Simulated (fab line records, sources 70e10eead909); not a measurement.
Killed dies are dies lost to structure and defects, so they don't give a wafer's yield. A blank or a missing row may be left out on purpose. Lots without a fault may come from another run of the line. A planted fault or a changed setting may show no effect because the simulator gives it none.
Which tool did it? | flow nand_harc | 11 lots, 33 wafers sampled, at 4 steps of a route of 1159

WHAT THE GAUGES READ, wafer by wafer
NHARC_A_CONTACT_CD_MEAS_42: target cd 200 nm.
lot  | measured     | on        | cd_nm (nm)
L828 | day 17 11:52 | cd_sem-01 | 198.5 200.1 200.3
L827 | day 17 07:34 | cd_sem-02 | 200.7 200.9 200.0
L829 | day 18 00:55 | cd_sem-02 | 200.9 201.0 200.8
L831 | day 18 13:01 | cd_sem-03 | 200.0 200.3 199.3
L832 | day 18 14:28 | cd_sem-02 | 198.8 199.9 199.5
L833 | day 18 17:13 | cd_sem-03 | 200.6 200.6 200.0
L837 | day 19 07:04 | cd_sem-02 | 199.8 200.8 201.4
L838 | day 20 19:47 | cd_sem-02 | 199.5 198.8 200.0
L844 | day 21 21:53 | cd_sem-02 | 201.1 200.0 200.5
L846 | day 22 07:56 | cd_sem-03 | 201.2 201.7 200.3
L845 | day 21 16:30 | cd_sem-03 | 200.3 201.0 200.4

WHICH TOOL RAN EACH LOT (tool, then ch and the chambers of the sampled wafers, then the start)
lot  | NHARC_A_SLIT_ETCH_29               | NHARC_A_WL_FILL_STRIP_29           | NHARC_A_CONTACT_DEP_24
L828 | rie_diel-11 ch 1,2,3, day 15 08:46 | rie_diel-05 ch 0,1, day 16 14:14   | pecvd-04 ch 0,2, day 17 08:23
L827 | rie_diel-08 ch 0,1,3, day 15 08:55 | rie_diel-06 ch 0,1,3, day 16 15:14 | pecvd-02 ch 0,1, day 17 04:05
L829 | rie_diel-11 ch 0,2,3, day 16 04:52 | rie_diel-03 ch 0,2,3, day 17 07:53 | pecvd-02 ch 0,1,2, day 17 21:24
L831 | rie_diel-12 ch 0,1,3, day 16 16:20 | rie_diel-03 ch 0,1,2, day 17 21:37 | pecvd-04 ch 0,1, day 18 09:32
L832 | rie_diel-08 ch 0,2,3, day 16 16:32 | rie_diel-06 ch 0,1,3, day 17 21:38 | pecvd-02 ch 0,1,2, day 18 09:48
L833 | rie_diel-08 ch 2,3, day 16 18:01   | rie_diel-05 ch 0,2,3, day 18 00:44 | pecvd-02 ch 0,1,2, day 18 13:58
L837 | rie_diel-12 ch 1,2, day 17 15:16   | rie_diel-05 ch 1,3, day 18 14:15   | pecvd-04 ch 1,2, day 19 02:23
L838 | rie_diel-11 ch 1,2,3, day 19 05:46 | rie_diel-06 ch 1,3, day 20 04:49   | pecvd-01 ch 0,1, day 20 16:10
L844 | rie_diel-08 ch 0,1, day 19 14:15   | rie_diel-06 ch 0,1, day 20 14:11   | pecvd-01 ch 0,1,2, day 21 18:07
L846 | rie_diel-11 ch 2,3, day 19 15:56   | rie_diel-03 ch 1,2,3, day 20 19:34 | pecvd-01 ch 0,2, day 22 02:39
L845 | rie_diel-08 ch 1,2,3, day 19 16:39 | rie_diel-05 ch 0,1,2, day 20 14:13 | pecvd-01 ch 0,1,2, day 21 11:24
- NHARC_A_SLIT_ETCH_29: etches the open film in CF4/O2, target depth 100 nm, overetch 10 nm, time 55 s.
- NHARC_A_WL_FILL_STRIP_29: strips in O2, time 20 s.
- NHARC_A_CONTACT_DEP_24: deposits SiO2, target thk 500 nm.

WHAT THE TOOLS THEMSELVES READ (means of the sampled wafers that have a number; where no wafer has one, the mark that the record gives instead)
NHARC_A_SLIT_ETCH_29.
lot  | tool        | cf4_flow_sccm (sccm) | drypump_motor_current_A (A) | o2_flow_sccm (sccm) | oes_ar_750_au (a.u.) | oes_product_au (a.u.) | rf_vpp_V (V) | showerhead_plenum_p_Torr (Torr) | throttle_valve_pct (%)
L828 | rie_diel-11 | 79.88                | 5.4                         | 20.02               | 1.003                | 1.002                 | 197.8        | 1.36                            | 13.401
L827 | rie_diel-08 | 79.98                | 5.8                         | 20.06               | 0.998                | 0.988                 | 197.7        | 1.32                            | 13.396
L829 | rie_diel-11 | 80.20                | 5.4                         | 20.03               | 1.000                | 1.011                 | 198.1        | 1.37                            | 13.396
L831 | rie_diel-12 | 79.87                | 6.0                         | 20.01               | 1.004                | 1.002                 | 197.9        | 1.38                            | 13.395
L832 | rie_diel-08 | 79.96                | 5.9                         | 19.95               | 1.001                | 0.997                 | 197.8        | 1.35                            | 13.407
L833 | rie_diel-08 | 79.80                | 5.8                         | 19.97               | 1.005                | 0.999                 | 198.1        | 1.33                            | 13.394
L837 | rie_diel-12 | 80.04                | 5.5                         | 20.04               | 1.002                | 0.987                 | 198.6        | 1.37                            | 13.411
L838 | rie_diel-11 | 80.09                | 5.4                         | 20.06               | 1.002                | 1.012                 | 199.2        | 1.35                            | 13.382
L844 | rie_diel-08 | 80.15                | 5.6                         | 20.04               | 1.007                | 1.004                 | 196.9        | 1.30                            | 13.398
L846 | rie_diel-11 | 79.96                | 5.5                         | 19.97               | 1.002                | 1.006                 | 198.5        | 1.36                            | 13.394
L845 | rie_diel-08 | 80.19                | 5.7                         | 19.97               | 1.003                | 0.996                 | 197.0        | 1.31                            | 13.397

NHARC_A_WL_FILL_STRIP_29.
lot  | tool        | drypump_motor_current_A (A) | o2_flow_sccm (sccm) | oes_product_au (a.u.) | rf_vpp_V (V) | showerhead_plenum_p_Torr (Torr) | throttle_valve_pct (%)
L828 | rie_diel-05 | 5.8                         | 500.7               | 1.011                 | 58.2         | 3.51                            | 17.036
L827 | rie_diel-06 | 6.2                         | 500.5               | 0.990                 | 57.5         | 3.48                            | 17.023
L829 | rie_diel-03 | 5.9                         | 500.4               | 0.988                 | 58.0         | 3.48                            | 17.028
L831 | rie_diel-03 | 5.8                         | 499.5               | 0.992                 | 58.3         | 3.54                            | 17.036
L832 | rie_diel-06 | 6.2                         | 498.6               | 0.990                 | 58.2         | 3.48                            | 17.025
L833 | rie_diel-05 | 5.8                         | 498.3               | 1.008                 | 57.8         | 3.57                            | 17.035
L837 | rie_diel-05 | 5.2                         | 500.9               | 1.005                 | 58.0         | 3.62                            | 17.038
L838 | rie_diel-06 | 6.4                         | 500.5               | 1.000                 | 57.2         | 3.44                            | 17.038
L844 | rie_diel-06 | 6.2                         | 499.9               | 1.005                 | 58.9         | 3.52                            | 17.035
L846 | rie_diel-03 | 5.6                         | 499.7               | 0.982                 | 58.2         | 3.44                            | 17.046
L845 | rie_diel-05 | 5.9                         | 499.3               | 1.008                 | 57.5         | 3.44                            | 17.034

NHARC_A_CONTACT_DEP_24.
lot  | tool     | flow_sccm (sccm) | heater_power_w (W) | mfc_precursor_sccm (sccm) | throttle_valve_pct (%)
L828 | pecvd-04 | 2654             | 542                | 161.1                     | 15.3
L827 | pecvd-02 | 2636             | 536                | 161.8                     | 15.5
L829 | pecvd-02 | 2656             | 571                | 161.5                     | 16.1
L831 | pecvd-04 | 2656             | 538                | 160.7                     | 15.8
L832 | pecvd-02 | 2651             | 555                | 161.5                     | 16.0
L833 | pecvd-02 | 2645             | 587                | 150.5                     | 15.9
L837 | pecvd-04 | 2650             | 572                | 160.7                     | 15.6
L838 | pecvd-01 | 2647             | 553                | 161.1                     | 15.3
L844 | pecvd-01 | 2643             | 541                | 161.2                     | 15.6
L846 | pecvd-01 | 2655             | 533                | 161.7                     | 16.1
L845 | pecvd-01 | 2650             | 538                | 161.7                     | 15.6

THE ANSWER, worked out from the rows above alone
Rule: what is usual is taken from the lots themselves. Put in order of their means at a reading, lots are off if they are a third of the lots or fewer, leave a main group of 4 or more, and stand apart from it by a gap of 3 or more times the standard deviation of the main group's means; of several such gaps the widest counts. A main group whose means are all the same, to the digits that the tables above print for the reading, isn't used. A lot without any number at a reading at which 4 lots or more have one is off too. The other lots that the step has rows for count as sound. The gauges are gone through in route order, then the tools' own readings, and for those a lot's mean is taken as printed above. The first step at which some lot is off is used, and at that step the reading that is off furthest; a lot without a number counts as furthest.
Off: L833, at NHARC_A_CONTACT_DEP_24 (mfc_precursor_sccm). The main group: mean 161.3 sccm, standard deviation 0.38.
A tool fits if, at that step or a process step before it, it ran every lot that is off, and no sound lot after the first of them. One fits: pecvd-02 at NHARC_A_CONTACT_DEP_24. Its last sound lot is L832 (day 18 09:48), its first lot that is off L833 (day 18 13:58): a fault that began between those two fits.
The tool's own readings at NHARC_A_CONTACT_DEP_24 bear it out: on the lots that are off they differ by more than 5 times the standard deviation of the sound lots' means. mfc_precursor_sccm reads 150.5 sccm there against 161.3 sccm on the sound lots.

WHAT THE SIMULATOR HAD PUT IN
Process parameter drift: pecvd-02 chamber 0, from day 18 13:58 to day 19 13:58, at NHARC_A_CONTACT_DEP_24. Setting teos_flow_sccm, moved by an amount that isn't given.
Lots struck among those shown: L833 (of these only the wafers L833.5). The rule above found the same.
